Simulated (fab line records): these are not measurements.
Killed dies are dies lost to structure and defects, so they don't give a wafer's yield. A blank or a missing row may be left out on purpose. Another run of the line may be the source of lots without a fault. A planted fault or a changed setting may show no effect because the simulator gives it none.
Matching of chambers    flow n5-finfet    uv-cure-01 running N5_BEOL_M9_CURE_72: 3 sister chambers
The step cures SiCOH lowk, time 120 s. 6 wafers are shown with their chamber, then 8 later ones without.

== WAFERS, EACH WITH ITS CHAMBER ==
wafer   chamber  wafer_temp_C_max  lamp-power-pct (%)
L080.3  1        371.5             52.24
L080.4  1        371.7             52.34
L081.2  0        371.0             52.32
L081.4  0        371.2             52.36
L094.3  2        371.4             52.31
L094.4  2        372.1             52.24

== WAFERS WITHOUT THEIR CHAMBER ==
wafer   wafer_temp_C_max  lamp-power-pct (%)
L094.5  371.8             52.42
L094.6  372.0             52.36
L092.3  371.9             52.29
L092.4  372.2             52.30
L092.5  372.3             52.26
L097.1  371.4             52.18
L097.3  371.2             52.23
L097.5  371.2             52.32

== THE CHAMBER EACH PASSED THROUGH ==
wafer   from the rows above           in truth
L094.5  can't be placed: 1 or 0 or 2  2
L094.6  can't be placed: 2 or 1 or 0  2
L092.3  can't be placed: 2 or 1       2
L092.4  can't be placed: 2 or 1       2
L092.5  can't be placed: 2 or 1       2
L097.1  can't be placed: 2 or 1 or 0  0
L097.3  can't be placed: 1 or 2 or 0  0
L097.5  can't be placed: 0 or 1 or 2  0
Placed correctly: 0 of 8. From these rows, 8 cannot be placed; in 8 the true chamber is one of the candidates. Wrongly placed: 0.
How it was worked out, from the rows above alone: a wafer's distance from a chamber is the root of the sum, over the readings, of the square of ((its reading less the chamber's mean) divided by the reading's scatter). If the next closest chamber is less than 2 further off than the closest, the wafer can't be placed; otherwise it belongs to the closest. For every chamber, the mean is computed from those of its wafers that are shown. The scatter: take each reading less its chamber's mean, square it, sum over the shown wafers, divide by the number of wafers less the number of chambers, and take the root.
